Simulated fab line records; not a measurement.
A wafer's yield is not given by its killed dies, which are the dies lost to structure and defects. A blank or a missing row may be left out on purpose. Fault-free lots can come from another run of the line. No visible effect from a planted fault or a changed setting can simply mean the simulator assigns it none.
Problem report in the 8D (eight disciplines) form, filled by code	flow n5_finfet	the parts of the form that need people (team, actions taken, sign-off) are left out

## 1. WHAT WENT WRONG
spin_speed_rpm at N5_BEOL_M10_COAT_63 reads a mean of 1336.6 rpm on 6 wafers of 2 lots; wafers without a fault read 1500.0 rpm with a standard deviation of 0.88. That is -99 or more standard deviations from the usual mean.
The step: time 60 s, resist thk 100 nm.
First observed at day 16 05:27: wafer L500.1, on litho_track-02. The record has a number at this step for 34 wafers belonging to 12 lots. The rule behind "out" and "out of limits": a value lying over 4 standard deviations away from the usual mean. The rest of the wafers with a number are treated as sound.

## 2. WHAT IT IS; WHAT IT IS NOT
question	is	is not
which readings at this step	spin_speed_rpm	-
which lots	L500, L501	L481, L482, L484, L485, L486, L487, L488, L493, L496, L502
which wafers of those lots	all that have a number	-
read on which tools	litho_track-02	litho_track-01, litho_track-03
when	from day 16 05:27	up to then (25 sound wafers); but 3 sound wafers of L502 came after

## 3. SUSPECTS, AND WHAT RULES EACH OUT
Counting: a tool at any process step up to the reading remains a suspect when it ran all the lots that are out and ran no sound lot after the first of those.
- litho_track-02 at N5_BEOL_M10_COAT_63 (time 60 s, resist thk 100 nm): kept. All lots that are out passed through it, beginning with L500 at day 16 05:27, and no sound lot followed; its final sound lot before that point was L496 at day 14 19:22. Its own readings are out on those wafers: spin_speed_rpm.
Left after counting: litho_track-02 at N5_BEOL_M10_COAT_63.

## 4. THE CAUSE (what the simulator had put in)
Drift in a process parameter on litho_track-02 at N5_BEOL_M10_COAT_63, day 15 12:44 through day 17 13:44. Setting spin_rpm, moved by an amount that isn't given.
The count eliminated every tool but this one.

## 5. THE EFFECT CHAIN, in route order
One row per reading whose mean, taken over the struck wafers that have a number, lies over 3 standard deviations from the usual. Readings are gone through only where the record gives a usual standard deviation; hours: the median, over the lots, of the time from a lot's start at the first step in this table giving one to that lot's start at this step; sigmas: the change measured in usual standard deviations.
hours	step	reading	usual	on struck wafers	change	sigmas
0	N5_BEOL_M10_COAT_63	spin_speed_rpm	1500.0 rpm	1336.6	-163.4	-99 or more
55	N5_PASSIVATION_PROBE_49	killed_at_other	4	15	+11	+3.7
The process steps in it:
- N5_BEOL_M10_COAT_63: time 60 s, resist thk 100 nm.
- N5_PASSIVATION_PROBE_49

## 6. WHAT WOULD HAVE CAUGHT IT SOONER
17 hours passed between the start of the fault at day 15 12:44 and the first reading out of limits in this record, taken at day 16 05:27.
